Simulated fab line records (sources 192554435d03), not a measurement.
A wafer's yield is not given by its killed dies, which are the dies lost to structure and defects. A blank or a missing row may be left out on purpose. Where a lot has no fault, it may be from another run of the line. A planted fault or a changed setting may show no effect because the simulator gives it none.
fab line records | flow n5-finfet | part 1 of 2: steps 1 to 4 of 6
record: lots: 24 wafers: 72 last-day: 19
route steps=1938 shown FIN_SAQP@97 FIN_CUT@174 STI_FIN_REVEAL@183 DUMMY_GATE@245
lots that met no fault: from a run of the same line without faults
start-h: hours from the record's opening day to when the first of the lot's shown wafers began | wait-h: hours from the lot's prior step to this one | " as in the row above | L1.1+2: a row that stands for several wafers | - either no value or no given start | * or withheld: withheld | < > ~ a bound
route shown NAME@n: a module of which the file shows steps, and the number in the route of the first | usual: mean/standard deviation of fault-free wafers | same: alike in all rows | chamber/n: place in a boat | sites: readings site by site | _std_site: standard deviation across them | _edge_site: outer sites' mean less inner sites' | radius-mm: for every site, how far away it sits from the centre of the wafer | mask NAME#n: copy n | behind: the most recent tool/chamber to have shaped the wafer | hold: reason for holding the lot/hours on hold/outcome of the hold | device: which transistor (n, p or np) failed to switch | end of line: tests of these same wafers at the route's end | a step given without rows: its recipe and nothing more | killed: count of dies lost to structure and defects at first sort (not the wafer's yield) | map: a wafer's dies, x killed, . not, _ none there
set.NAME: the setting that was run; set.NAME@STEP: the one run at that earlier step | model.NAME: the simulator's own value behind a step, which no gauge read
one table for each step of the route and one row for each wafer, over a sample of lots
services: from which hour (start-h, from the record's first day; less than 0 if before it) a tool's chamber was out of use, for how many hours, and why
== steps ==
step: N5_FIN_SAQP_THK_MEAS_05
usual: thk-nm: 37.9/0.69
columns lot.wafer tool chamber start-h wait-h thk-nm
L074.1 film-metro-01 - 20.65 0.1 38.0
L074.5 " - " " 38.7
L074.6 " - " " 37.7
L075.2 film-metro-02 - 26.89 0.1 38.7
L075.5 " - " " 38.3
L075.6 " - " " 38.9
L076.4 film-metro-02 - 33.09 0.1 39.0
L076.5 " - " " 39.3
L076.6 " - " " 38.1
L077.1 film-metro-01 - 38.67 0.1 37.9
L077.3 " - " " 38.1
L077.6 " - " " 38.3
L078.4 film-metro-01 - 45.02 0.1 36.8
L078.5 " - " " 36.8
L078.6 " - " " 38.1
L079.1 film-metro-01 - 50.82 0.1 37.9
L079.3 " - " " 36.6
L079.4 " - " " 37.1
L080.3 film-metro-02 - 56.96 0.1 37.7
L080.4 " - " " 38.2
L080.5 " - " " 38.4
L081.2 film-metro-02 - 63.06 0.1 36.8
L081.3 " - " " 38.0
L081.5 " - " " 38.6
L082.2 film-metro-02 - 68.99 0.1 37.7
L082.3 " - " " 36.6
L082.6 " - " " 38.9
L083.3 film-metro-01 - 75.24 0.1 36.1
L083.4 " - " " 37.8
L083.5 " - " " 36.4
L084.1 film-metro-02 - 81.50 0.1 36.7
L084.4 " - " " 38.0
L084.6 " - " " 37.1
L085.1 film-metro-01 - 89.33 0.1 37.7
L085.4 " - " " 38.3
L085.6 " - " " 37.8
L086.1 film-metro-01 - 94.01 0.1 37.7
L086.2 " - " " 36.9
L086.3 " - " " 37.9
L087.1 film-metro-02 - 98.72 0.1 37.7
L087.2 " - " " 38.0
L087.4 " - " " 37.1
L088.1 film-metro-01 - 104.36 0.1 37.8
L088.3 " - " " 38.8
L088.5 " - " " 38.0
L089.2 film-metro-01 - 110.99 0.1 37.5
L089.3 " - " " 37.8
L089.6 " - " " 38.3
L090.1 film-metro-02 - 117.14 0.1 36.2
L090.2 " - " " 38.3
L090.6 " - " " 38.3
L091.2 film-metro-02 - 122.58 0.1 37.3
L091.3 " - " " 37.4
L091.4 " - " " 37.3
L092.2 film-metro-01 - 129.65 0.1 37.1
L092.4 " - " " 38.6
L092.6 " - " " 38.7
L093.1 film-metro-01 - 135.86 0.1 37.5
L093.5 " - " " 37.0
L093.6 " - " " 38.5
L094.2 film-metro-01 - 141.28 0.1 38.3
L094.3 " - " " 38.8
L094.5 " - " " 38.7
L095.1 film-metro-02 - 147.01 0.1 37.0
L095.2 " - " " 38.4
L095.4 " - " " 37.6
L096.1 film-metro-01 - 152.97 0.1 37.2
L096.3 " - " " 37.5
L096.5 " - " " 39.2
L097.1 film-metro-02 - 159.70 0.1 37.1
L097.4 " - " " 39.4
L097.5 " - " " 37.4
step: N5_FIN_SAQP_ETCH_52
recipe: chemistry: N2/H2 target: SOC target-depth-a: 1000 overetch-a: 200 mask-material: SiARC temp-c: 40 time-s: 150 ion-energy-ev: 200 pressure-mtorr: 30 source-w: 840 bias-w: 150 n2-flow-sccm: 200 h2-flow-sccm: 200 ends: end-point
usual: drypump-motor-current-A: 5.6/0.49 oes-product-au: 0.68/0.057 rf-vpp-V: 525.0/1.9 showerhead-plenum-p-Torr: 2.58/0.069 throttle-valve-pct: 17.85/0.29
columns lot.wafer tool chamber start-h wait-h drypump-motor-current-A oes-product-au rf-hours-counter-h rf-vpp-V showerhead-plenum-p-Torr throttle-valve-pct
L074.1 rie-diel-06 0 21.53 0.0 5.3 0.71 123 528.2 2.65 17.90
L074.5 " 0 " " 5.3 0.71 - 528.4 2.65 17.89
L074.6 " 3 " " 4.8 0.63 - 523.2 2.51 17.64
L075.2 rie-diel-05 0 27.71 0.0 6.3 0.75 68 521.6 2.44 17.39
L075.5 " 3 " " 5.6 0.66 - 527.1 2.62 17.72
L075.6 " 0 " " 6.3 0.76 - 522.8 2.44 17.41
L076.4 rie-diel-02 3 34.06 0.0 5.3 0.64 201 524.9 2.62 18.02
L076.5 " 2 " " 5.1 0.67 - 527.9 2.68 18.22
L076.6 " 1 " " 5.8 0.73 - 524.0 2.58 18.12
L077.1 rie-diel-06 2 39.76 0.0 5.4 0.64 216 524.9 2.61 17.80
L077.3 " 3 " " 4.8 0.62 244 522.6 2.50 17.66
L077.6 " 3 " " 4.8 0.63 - 523.7 2.50 17.65
L078.4 rie-diel-06 2 45.97 0.0 5.5 0.64 218 525.1 2.61 17.80
L078.5 " 0 " " 5.3 0.70 - 529.0 2.65 17.91
L078.6 " 1 " " 6.5 0.80 - 525.8 2.61 17.49
L079.1 rie-diel-02 0 51.57 0.0 6.2 0.66 172 526.4 2.64 18.12
L079.3 " 3 " " 5.3 0.63 205 526.2 2.62 18.02
L079.4 " 2 " " 5.1 0.66 150 527.4 2.68 18.26
L080.3 rie-diel-06 1 58.20 0.0 6.4 0.79 34 526.9 2.61 17.47
L080.4 " 0 " " 5.3 0.71 135 525.8 2.65 17.93
L080.5 " 3 " " 4.8 0.62 - 523.1 2.50 17.66
L081.2 rie-diel-06 0 63.94 0.0 5.3 0.70 138 527.3 2.64 17.92
L081.3 " 1 " " 6.4 0.79 37 526.0 2.61 17.50
L081.5 " 2 " " 5.4 0.63 - 526.4 2.61 17.81
L082.2 rie-diel-06 2 69.87 0.0 5.4 0.63 226 525.4 2.60 17.81
L082.3 " 1 " " 6.5 0.78 40 524.4 2.61 17.50
L082.6 " 2 " " 5.4 0.64 - 526.1 2.60 17.80
L083.3 rie-diel-02 1 76.12 0.0 5.8 0.72 97 524.4 2.58 18.15
L083.4 " 3 " " 5.3 0.63 213 526.7 2.61 18.04
L083.5 " 3 " " 5.3 0.63 - 525.5 2.61 18.02
L084.1 rie-diel-02 3 82.46 0.0 5.3 0.64 215 525.4 2.61 18.03
L084.4 " 1 " " 5.7 0.71 100 525.1 2.58 18.16
L084.6 " 3 " " 5.3 0.63 - 526.9 2.61 18.03
L085.1 rie-diel-02 0 90.23 0.0 6.2 0.65 185 524.3 2.63 18.15
L085.4 " 1 " " 5.8 0.72 103 525.9 2.58 18.16
L085.6 " 3 " " 5.3 0.63 - 525.2 2.61 18.04
L086.1 rie-diel-02 3 95.00 0.0 5.3 0.63 219 526.1 2.61 18.05
L086.2 " 0 " " 6.2 0.65 187 526.2 2.63 18.18
L086.3 " 2 " " 5.1 0.66 164 525.8 2.67 18.24
L087.1 rie-diel-05 1 99.67 0.0 4.9 0.66 157 525.2 2.55 17.62
L087.2 " 3 " " 5.6 0.64 209 525.5 2.61 17.75
L087.4 " 2 " " 5.9 0.80 29 520.8 2.48 17.42
L088.1 rie-diel-05 0 105.33 0.0 6.3 0.73 93 521.7 2.43 17.45
L088.3 " 1 " " 4.9 0.65 160 522.8 2.55 17.62
L088.5 " 1 " " 4.9 0.65 - 523.1 2.54 17.63
L089.2 rie-diel-02 0 112.23 0.0 6.2 0.64 195 525.9 2.63 18.17
L089.3 " 2 " " 5.1 0.65 171 526.7 2.67 18.27
L089.6 " 2 " " 5.1 0.65 - 525.3 2.67 18.27
L090.1 rie-diel-02 1 117.90 0.0 5.7 0.71 113 524.9 2.57 18.18
L090.2 " 0 " " 6.2 0.64 197 525.3 2.63 18.18
L090.6 " 2 " " 5.1 0.65 - 526.2 2.67 18.27
L091.2 rie-diel-05 2 123.46 0.0 5.9 0.79 37 522.3 2.48 17.45
L091.3 " 0 " " 6.3 0.72 98 521.2 2.43 17.47
L091.4 " 3 " " 5.6 0.64 217 525.7 2.61 17.77
L092.2 rie-diel-05 0 130.65 0.0 6.3 0.72 101 521.4 2.43 17.46
L092.4 " 2 " " 6.0 0.79 39 521.5 2.48 17.45
L092.6 " 2 " " 5.9 0.79 - 523.9 2.48 17.44
L093.1 rie-diel-02 3 136.74 0.0 5.3 0.62 235 525.7 2.60 18.07
L093.5 " 1 " " 5.8 0.69 - 525.9 2.57 18.19
L093.6 " 0 " " 6.1 0.64 - 526.0 2.63 18.19
L094.2 rie-diel-02 3 142.03 0.0 5.3 0.62 238 525.6 2.60 18.08
L094.3 " 1 " " 5.7 0.70 122 525.2 2.57 18.19
L094.5 " 3 " " 5.3 0.61 - 525.9 2.60 18.07
L095.1 rie-diel-05 3 147.89 0.0 5.6 0.63 225 525.9 2.61 17.76
L095.2 " 2 " " 5.9 0.78 46 523.2 2.48 17.45
L095.4 " 0 " " 6.3 0.71 106 521.9 2.43 17.47
L096.1 rie-diel-05 1 153.85 0.0 4.9 0.65 175 523.8 2.54 17.65
L096.3 " 2 " " 6.0 0.78 48 520.8 2.47 17.46
L096.5 " 0 " " 6.3 0.72 - 518.9 2.43 17.48
L097.1 rie-diel-05 2 160.55 0.0 5.9 0.77 50 521.7 2.47 17.46
L097.4 " 3 " " 5.6 0.63 229 525.3 2.61 17.78
L097.5 " 1 " " 4.9 0.65 - 523.3 2.54 17.65
step: N5_FIN_CUT_CUT_ETCH_27
recipe: chemistry: CHF3/O2 target: SiO2 target-depth-a: 40 mask-material: SOC overetch-a: 20 time-s: 4.9 pressure-mtorr: 30 source-w: 650 bias-w: 170 Ar_flow_sccm: 200 CHF3_flow_sccm: 50 O2_flow_sccm: 5 ion-energy-ev: 200
usual: CHF3_flow_sccm: 50.02/0.14 drypump-motor-current-A: 5.5/0.56 oes_o_777_au: 0.77/0.068 oes-product-au: 0.61/0.056 rf-vpp-V: 523/12 showerhead-plenum-p-Torr: 2.38/0.077 throttle-valve-pct: 18.87/0.18
columns lot.wafer tool chamber start-h wait-h CHF3_flow_sccm drypump-motor-current-A oes_o_777_au oes-product-au rf-hours-counter-h rf-vpp-V showerhead-plenum-p-Torr throttle-valve-pct
L074.1 rie-diel-04 1 28.29 0.0 50.06 5.6 0.84 0.65 93 535 2.42 18.74
L074.5 " 1 " " 50.11 5.7 0.83 0.66 - 534 2.42 18.75
L074.6 " 2 " " 49.84 4.8 0.74 0.58 - 508 2.28 18.59
L075.2 rie-diel-01 0 32.96 0.0 49.82 5.3 0.71 0.55 219 535 2.26 18.97
L075.5 " 3 " " 50.09 5.6 0.73 0.56 - 514 2.50 18.85
L075.6 " 2 " " 50.07 5.4 0.69 0.56 - 552 2.35 18.78
L076.4 rie-diel-04 1 39.44 0.0 49.84 5.7 0.84 0.65 95 533 2.42 18.75
L076.5 " 2 " " 50.11 4.7 0.73 0.59 - 507 2.28 18.59
L076.6 " 3 " " 50.01 6.4 0.80 0.62 - 517 2.42 18.92
L077.1 rie-diel-04 0 45.96 0.0 50.09 5.3 0.68 0.56 237 535 2.48 19.21
L077.3 " 2 " " 50.18 4.7 0.73 0.58 175 508 2.27 18.60
L077.6 " 0 " " 49.95 5.3 0.68 0.56 - 537 2.48 19.19
L078.4 rie-diel-04 0 51.68 0.0 50.03 5.3 0.69 0.56 239 535 2.48 19.21
L078.5 " 2 " " 49.97 4.7 0.73 0.58 - 507 2.27 18.61
L078.6 " 1 " " 50.24 5.6 0.82 0.66 - 535 2.42 18.75
L079.1 rie-diel-04 1 57.59 0.0 49.82 5.7 0.83 0.64 101 533 2.42 18.74
L079.3 " 3 " " 50.07 6.4 0.79 0.62 107 517 2.42 18.92
L079.4 " 2 " " 49.96 4.8 0.73 0.58 178 508 2.27 18.62
L080.3 rie-diel-04 2 63.95 0.0 49.89 4.7 0.73 0.58 181 507 2.27 18.59
L080.4 " 3 " " 49.77 6.4 0.79 0.62 109 518 2.42 18.93
L080.5 " 2 " " 49.86 4.7 0.73 0.58 - 507 2.27 18.62
L081.2 rie-diel-03 3 69.15 0.0 49.97 6.2 0.90 0.71 14 525 2.39 18.95
L081.3 " 0 " " 49.95 5.0 0.69 0.56 243 507 2.28 18.88
L081.5 " 3 " " 49.93 6.2 0.90 0.71 - 525 2.39 18.96
L082.2 rie-diel-03 0 75.02 0.0 49.83 5.0 0.70 0.55 245 507 2.27 18.89
L082.3 " 1 " " 49.83 5.6 0.76 0.59 164 532 2.39 18.92
L082.6 " 0 " " 49.85 5.0 0.70 0.56 - 506 2.27 18.89
L083.3 rie-diel-03 2 81.77 0.0 49.99 5.1 0.84 0.67 74 517 2.45 18.89
L083.4 " 1 " " 49.86 5.6 0.77 0.59 167 531 2.39 18.94
L083.5 " 0 " " 49.96 5.0 0.69 0.55 - 506 2.27 18.90
L084.1 rie-diel-04 3 87.53 0.0 50.10 6.4 0.79 0.60 115 515 2.42 18.95
L084.4 " 1 " " 50.01 5.7 0.82 0.65 110 535 2.41 18.79
L084.6 " 2 " " 49.99 4.8 0.72 0.57 - 507 2.27 18.63
L085.1 rie-diel-03 2 98.55 0.0 50.00 5.1 0.84 0.67 79 517 2.45 18.90
L085.4 " 2 " " 50.02 5.1 0.84 0.68 - 515 2.45 18.87
L085.6 " 1 " " 50.14 5.6 0.76 0.58 - 532 2.38 18.93
L086.1 rie-diel-04 3 101.87 0.0 50.37 6.4 0.78 0.61 121 518 2.42 18.95
L086.2 " 1 " " 50.04 5.7 0.81 0.63 115 536 2.41 18.78
L086.3 " 1 " " 50.25 5.7 0.82 0.63 - 535 2.41 18.78
L087.1 rie-diel-01 0 105.09 0.0 50.00 5.4 0.69 0.54 240 535 2.25 19.01
L087.2 " 3 " " 50.16 5.6 0.72 0.54 241 512 2.49 18.88
L087.4 " 3 " " 49.83 5.6 0.72 0.55 - 512 2.49 18.87
L088.1 rie-diel-01 3 110.80 0.0 50.06 5.6 0.72 0.55 243 512 2.49 18.88
L088.3 " 0 " " 49.77 5.3 0.69 0.54 242 537 2.25 19.00
L088.5 " 1 " " 49.81 5.1 0.74 0.61 - 529 2.34 19.24
L089.2 rie-diel-04 3 117.69 0.0 49.97 6.4 0.77 0.61 126 517 2.41 18.97
L089.3 " 0 " " 49.88 5.3 0.94 0.78 2 536 2.48 18.91
L089.6 " 2 " " 50.10 4.7 0.71 0.58 - 508 2.27 18.63
L090.1 rie-diel-03 0 123.05 0.0 50.01 5.0 0.98 0.78 6 514 2.56 18.56
L090.2 " 2 " " 50.02 5.1 0.83 0.66 88 516 2.45 18.89
L090.6 " 1 " " 49.84 5.6 0.75 0.58 - 531 2.38 18.94
L091.2 rie-diel-04 0 129.42 0.0 50.10 5.3 0.93 0.76 4 536 2.47 18.91
L091.3 " 1 " " 50.05 5.6 0.81 0.64 122 535 2.41 18.78
L091.4 " 3 " " 50.12 6.4 0.77 0.60 128 518 2.41 18.96
L092.2 rie-diel-04 2 135.84 0.0 49.86 4.8 0.71 0.57 195 509 2.27 18.63
L092.4 " 1 " " 49.90 5.7 0.80 0.63 125 533 2.41 18.79
L092.6 " 3 " " 50.24 6.4 0.76 0.60 - 518 2.41 18.97
L093.1 rie-diel-04 1 142.19 0.0 49.80 5.7 0.80 0.63 126 534 2.41 18.80
L093.5 " 2 " " 50.10 4.7 0.71 0.57 - 506 2.27 18.62
L093.6 " 1 " " 49.99 5.7 0.80 0.63 - 534 2.41 18.79
L094.2 rie-diel-01 0 148.68 0.0 49.98 5.3 0.68 0.53 257 535 2.24 19.03
L094.3 " 1 " " 49.95 5.1 0.72 0.60 148 528 2.34 19.26
L094.5 " 2 " " 49.96 5.5 0.94 0.76 - 551 2.34 18.46
L095.1 rie-diel-04 2 153.26 0.0 49.97 4.8 0.71 0.57 199 507 2.27 18.63
L095.2 " 3 " " 50.12 6.4 0.77 0.60 135 517 2.41 18.98
L095.4 " 2 " " 50.07 4.7 0.71 0.57 - 509 2.27 18.63
L096.1 rie-diel-04 2 159.04 0.0 49.90 4.7 0.71 0.57 201 506 2.27 18.64
L096.3 " 3 " " 49.94 6.4 0.76 0.60 137 516 2.41 18.99
L096.5 " 2 " " 50.13 4.7 0.71 0.57 - 505 2.27 18.66
L097.1 rie-diel-04 2 166.69 0.0 50.11 4.7 0.71 0.56 204 508 2.26 18.64
L097.4 " 3 " " 50.37 6.4 0.76 0.59 140 515 2.41 18.99
L097.5 " 3 " " 49.92 6.4 0.76 0.59 - 517 2.41 18.99
step: N5_STI_FIN_REVEAL_ALD_00
recipe: material: SiO2 target-thk-a: 10 temp-c: 300 ald-precursor-family: BDEAS ald-co-reactant: O2-plasma pulse-time-s: 1 pressure-torr: 2
usual: heater-power-w: 467/60 precursor-pulse-height-rel: 0.998/0.018
columns lot.wafer tool chamber start-h wait-h heater-power-w precursor-pulse-height-rel since-wet-clean-h
L074.1 ald-sin-03 3 28.87 0.1 389 0.993 20
L074.5 " 3 " " 387 1.005 -
L074.6 " 0 " " 552 1.030 -
L075.2 ald-sin-04 3 33.49 0.0 378 1.007 131
L075.5 " 2 " " 432 1.007 -
L075.6 " 3 " " 383 1.003 -
L076.4 ald-sin-04 1 39.98 0.0 468 0.991 138
L076.5 " 3 " " 384 1.060 -
L076.6 " 2 " " 434 1.007 -
L077.1 ald-sin-03 0 46.62 0.0 572 1.023 38
L077.3 " 1 " " 429 0.983 38
L077.6 " 1 " " 440 0.998 -
L078.4 ald-sin-03 0 52.14 0.0 554 0.986 43
L078.5 " 2 " " 534 1.020 -
L078.6 " 1 " " 418 0.977 -
L079.1 ald-sin-04 1 58.05 0.0 475 0.993 156
L079.3 " 3 " " 380 0.978 156
L079.4 " 0 " " 376 1.018 156
L080.3 ald-sin-02 0 64.42 0.0 437 1.018 345
L080.4 " 2 " " 432 0.987 345
L080.5 " 3 " " 536 0.990 -
L081.2 ald-sin-02 1 69.62 0.0 481 1.011 350
L081.3 " 3 " " 506 0.975 350
L081.5 " 0 " " 467 1.012 -
L082.2 ald-sin-03 1 75.51 0.0 427 0.992 67
L082.3 " 0 " " 551 0.973 67
L082.6 " 1 " " 424 0.985 -
L083.3 ald-sin-02 3 82.24 0.0 513 0.974 363
L083.4 " 0 " " 457 1.011 363
L083.5 " 0 " " 460 0.985 -
L084.1 ald-sin-03 0 89.81 1.6 541 1.020 81
L084.4 " 3 " " 394 1.017 81
L084.6 " 2 " " 530 1.035 -
L085.1 ald-sin-02 2 99.79 0.7 469 0.979 0
L085.4 " 3 " " 522 0.990 0
L085.6 " 0 " " 439 1.012 -
L086.1 ald-sin-03 2 102.52 0.0 556 1.009 94
L086.2 " 0 " " 564 0.985 94
L086.3 " 1 " " 442 1.013 94
L087.1 ald-sin-03 0 105.56 0.0 546 0.990 97
L087.2 " 1 " " 441 1.011 97
L087.4 " 3 " " 397 1.009 97
L088.1 ald-sin-03 2 111.28 0.0 530 0.978 102
L088.3 " 1 " " 437 0.997 102
L088.5 " 2 " " 544 0.965 -
L089.2 ald-sin-02 0 118.16 0.0 449 0.999 19
L089.3 " 1 " " 462 1.000 19
L089.6 " 0 " " 428 0.982 -
L090.1 ald-sin-03 0 123.52 0.0 561 0.999 115
L090.2 " 1 " " 428 0.985 115
L090.6 " 0 " " 558 1.006 -
L091.2 ald-sin-03 1 129.88 0.0 432 1.006 121
L091.3 " 3 " " 396 0.965 121
L091.4 " 0 " " 543 0.983 121
L092.2 ald-sin-03 0 136.52 0.2 568 0.986 128
L092.4 " 1 " " 422 1.022 128
L092.6 " 0 " " 556 0.989 -
L093.1 ald-sin-03 3 143.08 0.5 398 1.025 134
L093.5 " 2 " " 546 0.957 -
L093.6 " 3 " " 390 1.014 -
L094.2 ald-sin-03 1 149.47 0.4 429 1.013 141
L094.3 " 0 " " 543 0.985 141
L094.5 " 3 " " 394 1.004 -
L095.1 ald-sin-04 1 155.50 1.8 466 1.000 253
L095.2 " 0 " " 390 0.977 253
L095.4 " 3 " " 381 1.033 253
L096.1 ald-sin-02 3 159.58 0.0 510 1.000 60
L096.3 " 1 " " 458 1.031 60
L096.5 " 0 " " 441 0.982 -
L097.1 ald-sin-02 0 167.16 0.0 445 0.999 68
L097.4 " 2 " " 477 1.001 68
L097.5 " 1 " " 474 0.958 -
